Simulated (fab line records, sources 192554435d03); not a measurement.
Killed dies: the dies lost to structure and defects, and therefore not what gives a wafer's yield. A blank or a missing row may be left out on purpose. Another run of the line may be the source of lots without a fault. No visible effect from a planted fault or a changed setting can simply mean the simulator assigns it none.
Split-lot trial || flow n5Finfet || route with 1938 steps; 7 lots, 21 wafers read

== ON THE SPLIT ==
At N5_BEOL_M7_ETCH_66 (etches SOC in N2/H2, target depth 80 nm, overetch 16 nm, time 120 s), the setting biasW was moved away from the recipe's 150 W on 10 of the 21 wafers read, by -10.1% to +12.6%. All remaining wafers had this setting at the recipe value.

Reading taken at the split's own step.

== THE READING ==
rfVppV, in V, at N5_BEOL_M7_ETCH_66 (etches SOC in N2/H2, target depth 80 nm, overetch 16 nm, time 120 s). A value of 523.4 V with a standard deviation of 2.2 V is what fault-free wafers of this fab line usually give.

{"wafer": "L076.2", "tool, chamber at the split": "rieDiel-01, 1", "biasW as run, W": 150, "against the recipe": "recipe", "rfVppV, V": 521.2, "against lot-mates on the recipe": "-"}
{"wafer": "L076.3", "tool, chamber at the split": "rieDiel-01, 3", "biasW as run, W": 134.8, "against the recipe": "-10.1%", "rfVppV, V": 493.5, "against lot-mates on the recipe": -27.7}
{"wafer": "L076.5", "tool, chamber at the split": "rieDiel-01, 2", "biasW as run, W": 134.8, "against the recipe": "-10.1%", "rfVppV, V": 492.0, "against lot-mates on the recipe": -29.2}
{"wafer": "L078.1", "tool, chamber at the split": "rieDiel-03, 1", "biasW as run, W": 164, "against the recipe": "+9.3%", "rfVppV, V": 556.6, "against lot-mates on the recipe": "+31.8"}
{"wafer": "L078.2", "tool, chamber at the split": "rieDiel-03, 2", "biasW as run, W": 150, "against the recipe": "recipe", "rfVppV, V": 527.1, "against lot-mates on the recipe": "-"}
{"wafer": "L078.6", "tool, chamber at the split": "rieDiel-03, 3", "biasW as run, W": 150, "against the recipe": "recipe", "rfVppV, V": 522.5, "against lot-mates on the recipe": "-"}
{"wafer": "L082.2", "tool, chamber at the split": "rieDiel-04, 3", "biasW as run, W": 150, "against the recipe": "recipe", "rfVppV, V": 524.7, "against lot-mates on the recipe": "-"}
{"wafer": "L082.3", "tool, chamber at the split": "rieDiel-04, 1", "biasW as run, W": 150, "against the recipe": "recipe", "rfVppV, V": 520.8, "against lot-mates on the recipe": "-"}
{"wafer": "L082.4", "tool, chamber at the split": "rieDiel-04, 0", "biasW as run, W": 150, "against the recipe": "recipe", "rfVppV, V": 525.7, "against lot-mates on the recipe": "-"}
{"wafer": "L083.1", "tool, chamber at the split": "rieDiel-03, 2", "biasW as run, W": 150, "against the recipe": "recipe", "rfVppV, V": 525.3, "against lot-mates on the recipe": "-"}
{"wafer": "L083.2", "tool, chamber at the split": "rieDiel-03, 3", "biasW as run, W": 150, "against the recipe": "recipe", "rfVppV, V": 521.6, "against lot-mates on the recipe": "-"}
{"wafer": "L083.5", "tool, chamber at the split": "rieDiel-03, 0", "biasW as run, W": 150, "against the recipe": "recipe", "rfVppV, V": 523.4, "against lot-mates on the recipe": "-"}
{"wafer": "L085.1", "tool, chamber at the split": "rieDiel-04, 1", "biasW as run, W": 168.9, "against the recipe": "+12.6%", "rfVppV, V": 561.5, "against lot-mates on the recipe": "+40.8"}
{"wafer": "L085.2", "tool, chamber at the split": "rieDiel-04, 0", "biasW as run, W": 168.9, "against the recipe": "+12.6%", "rfVppV, V": 566.6, "against lot-mates on the recipe": "+45.9"}
{"wafer": "L085.5", "tool, chamber at the split": "rieDiel-04, 1", "biasW as run, W": 150, "against the recipe": "recipe", "rfVppV, V": 520.7, "against lot-mates on the recipe": "-"}
{"wafer": "L090.1", "tool, chamber at the split": "rieDiel-03, 3", "biasW as run, W": 159.6, "against the recipe": "+6.4%", "rfVppV, V": 542.6, "against lot-mates on the recipe": "no lot-mate on the recipe"}
{"wafer": "L090.5", "tool, chamber at the split": "rieDiel-03, 2", "biasW as run, W": 159.6, "against the recipe": "+6.4%", "rfVppV, V": 546.7, "against lot-mates on the recipe": "no lot-mate on the recipe"}
{"wafer": "L090.6", "tool, chamber at the split": "rieDiel-03, 3", "biasW as run, W": 159.6, "against the recipe": "+6.4%", "rfVppV, V": 542.3, "against lot-mates on the recipe": "no lot-mate on the recipe"}
{"wafer": "L093.1", "tool, chamber at the split": "rieDiel-01, 2", "biasW as run, W": 160.6, "against the recipe": "+7.1%", "rfVppV, V": 548.9, "against lot-mates on the recipe": "+28.8"}
{"wafer": "L093.3", "tool, chamber at the split": "rieDiel-01, 0", "biasW as run, W": 160.6, "against the recipe": "+7.1%", "rfVppV, V": 545.8, "against lot-mates on the recipe": "+25.7"}
{"wafer": "L093.5", "tool, chamber at the split": "rieDiel-01, 1", "biasW as run, W": 150, "against the recipe": "recipe", "rfVppV, V": 520.1, "against lot-mates on the recipe": "-"}

THE FIT
A straight line over all 21 wafers: rfVppV changes by +3.21 V for each +1% of biasW; r = +0.99; the points scatter about the line by 2.4 V.
The same after taking each lot's own level away (the mean of its wafers on the recipe; 18 wafers): +3.26 V for each +1%; r = +0.99; scatter 2.6 V.
Per that fit: largest biasW move, reading shift of 41 V.
Across the lots, their own levels run from 520.10 to 524.80 V, a range of 2.1 times the standard deviation given above.
The two slopes are in agreement: the lot-to-lot level therefore moves the slope only a little.
Check: for one of the wafers moved furthest among these (+12.6%), held out of the fit, the line's prediction against its lot-mates is +42.9 V. Against them it came out at +40.8 V.
Tool readings at the split's step, against how far the setting was moved: rfVppV r = +0.99.

== ADDITIONAL SPLITS CARRIED BY THESE WAFERS ==
Note: prior to the reading, these wafers also went through further splits. Each is held against what the fit with the lots' levels taken away leaves over:
{"other split on the same wafers": "N5_BEOL_M5_COAT_74 spinRpm", "wafers away from the commonest value": 5, "r with rfVppV (lot level and that fit taken away)": -0.15}
{"other split on the same wafers": "N5_BEOL_M5_COAT_22 spinRpm", "wafers away from the commonest value": 3, "r with rfVppV (lot level and that fit taken away)": -0.10}
{"other split on the same wafers": "N5_BEOL_M6_COAT_63 spinRpm", "wafers away from the commonest value": 6, "r with rfVppV (lot level and that fit taken away)": -0.01}
{"other split on the same wafers": "N5_BEOL_M6_COAT_71 spinRpm", "wafers away from the commonest value": 8, "r with rfVppV (lot level and that fit taken away)": -0.07}
{"other split on the same wafers": "N5_BEOL_M7_EXPOSE_25 doseMj", "wafers away from the commonest value": 5, "r with rfVppV (lot level and that fit taken away)": -0.13}

== THE FILE'S OWN FIT ==
rfVppV changes by +3.32 V for each +1% of biasW, r = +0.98.
